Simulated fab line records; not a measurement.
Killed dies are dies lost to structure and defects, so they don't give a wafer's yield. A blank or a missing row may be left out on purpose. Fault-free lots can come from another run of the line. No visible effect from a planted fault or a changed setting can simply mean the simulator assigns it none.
Comparing a struck lot with a sound one    flow nand_harc    14 steps out of a route of 1302
Sound: the wafers L267.3, L267.4, L267.5. Struck: wafers L273.1, L273.2, L273.6. The cause comes at the end.
For every step that has rows: the tool of each side, followed by ch and its chambers, followed by its first start. Under that, the readings that differ: sound wafers    struck wafers    difference of the means    sigmas: that difference in standard deviations of wafers without a fault.
alike: readings whose means differ by less than 2 such deviations, and words and numbers that are the same on both sides. not compared: withheld readings, readings that some wafer has no value for, bounds like >300 that may hide the same value, and numbers for which the record gives no deviation and whose values overlap.
A row with sigmas, a row that says differs or no value, or rows on one side alone: a step with any of these is where the two part. Numbers that don't overlap but have no deviation are shown without sigmas and don't part them. A reading that every wafer of one side lacks parts them only if that side has two wafers or more.

NHARC_P_GATE_STRIP_95: strips in O2.
  sound on plasma_asher-01 ch 0,1, day 8 17:16; struck on plasma_asher-01 ch 0,1, day 12 00:22
  alike: drypump_motor_current_A, heater_power_w
  not compared: rf_hours_counter_h
then, 1 step without rows for these wafers: NHARC_P_GATE_STRIP_96 (strips in SPM, time 900 s).
NHARC_P_GATE_RTA_64: time 1 s.
  sound on rtp_anneal-02 ch 0, day 8 17:52; struck on rtp_anneal-02 ch 0, day 12 00:55
  alike: anneal_temp_c_max, lamp_power_pct, lamp_zone_4_pct, wafer_temp_C_max
then, 1 step without rows for these wafers: NHARC_P_GATE_ETCH_77 (etches SiO2 in dHF, target depth 6 nm).
NHARC_P_GATE_DEGAS_109: time 60 s.
  sound on pvd_sputter-02 at day 8 18:06; struck on pvd_sputter-01 at day 12 01:16
  alike: heater_power_w
then, 3 steps without rows for these wafers: NHARC_P_GATE_PRE_CLEAN_110 (time 30 s); NHARC_P_GATE_SPUTTER_78 (material Ni, target thk 10 nm); NHARC_P_GATE_SPUTTER_79 (material TiN, target thk 10 nm).
NHARC_P_GATE_RTA_80: time 30 s.
  sound on rtp_anneal-01 ch 0, day 8 18:28; struck on rtp_anneal-01 ch 0, day 12 01:33
  alike: anneal_temp_c_max, wafer_temp_C_max
then, 2 steps without rows for these wafers: NHARC_P_GATE_STRIP_67 (strips in SPM, time 600 s); NHARC_P_GATE_RTA_82 (time 30 s).
NHARC_P_GATE_INSPECT_68:
  sound on defect_inspect-02 at day 8 19:04; struck on defect_inspect-02 at day 12 02:13
  alike: raw_defect_count
NHARC_P_CONTACT_DEP_30: deposits SiNx, target thk 30 nm.
  sound on pecvd-04 ch 0,1,2, day 8 19:10; struck on pecvd-04 ch 1,2, day 12 02:19
  no value came back on the struck wafers for heater_power_outer_w (W), heater_power_w (W); on the sound wafers heater_power_outer_w (W) reads 337 499 417
NHARC_P_CONTACT_DEP_00: deposits SiO2, target thk 500 nm.
  sound on pecvd-04 ch 0,1,2; struck on pecvd-04 ch 1,2, day 12 02:33
  alike: chamber_pressure_Torr, heater_power_outer_w, heater_power_w, throttle_valve_pct

WHERE THEY PART
At NHARC_P_CONTACT_DEP_30 and nowhere else, as far as this record goes. Later steps at which nothing parts them and some readings are alike: NHARC_P_CONTACT_DEP_00.

WHY: what the simulator had put in
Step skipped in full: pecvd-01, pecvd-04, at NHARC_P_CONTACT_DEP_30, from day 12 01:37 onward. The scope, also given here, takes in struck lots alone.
